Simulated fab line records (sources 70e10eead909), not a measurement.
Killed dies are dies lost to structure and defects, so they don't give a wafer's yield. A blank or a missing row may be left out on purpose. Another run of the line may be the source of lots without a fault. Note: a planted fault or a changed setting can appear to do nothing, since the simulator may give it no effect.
Matching of chambers | flow nand-harc | NHARC_A_CONTACT_CMP_20 on cmp-04: 4 sister chambers
The step polishes, t overpolish 30 s, target thk 300 nm. 4 wafers are shown with their chamber, then 7 later ones without.

== WAFERS PAIRED WITH THEIR CHAMBERS ==
wafer  | chamber | motor-current-A (A)
L090.2 | 1       | 11.8
L090.5 | 2       | 12.4
L094.3 | 0       | 11.7
L094.4 | 3       | 11.4

== WAFERS WITH NO CHAMBER GIVEN ==
wafer  | motor-current-A (A)
L094.5 | 11.3
L092.2 | 11.8
L092.4 | 12.1
L092.5 | 12.5
L093.2 | 12.3
L093.4 | 11.8
L093.6 | 12.0

== THE CHAMBER EACH PASSED THROUGH ==
wafer  | from the rows above          | in truth
L094.5 | can't be placed: 3 or 0      | 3
L092.2 | can't be placed: 1 or 0      | 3
L092.4 | can't be placed: 1 or 2 or 0 | 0
L092.5 | 2                            | 2
L093.2 | 2                            | 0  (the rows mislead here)
L093.4 | can't be placed: 1 or 0      | 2
L093.6 | can't be placed: 1 or 0 or 2 | 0
Placed correctly: 1 of 7. Not placeable from these rows: 5 (in 3, the candidates include the true chamber). Placed wrongly: 1.
How it was worked out, from the rows above alone: a wafer's distance from a chamber is the root of the sum, over the readings, of the square of ((its reading less the chamber's mean) divided by the reading's scatter). If the next closest chamber is less than 2 further off than the closest, the wafer can't be placed; otherwise it belongs to the closest. A chamber's mean is the mean of its shown wafers. The scatter: root of mean squared gap, hidden wafer to nearest shown wafer, with one shown wafer a chamber.
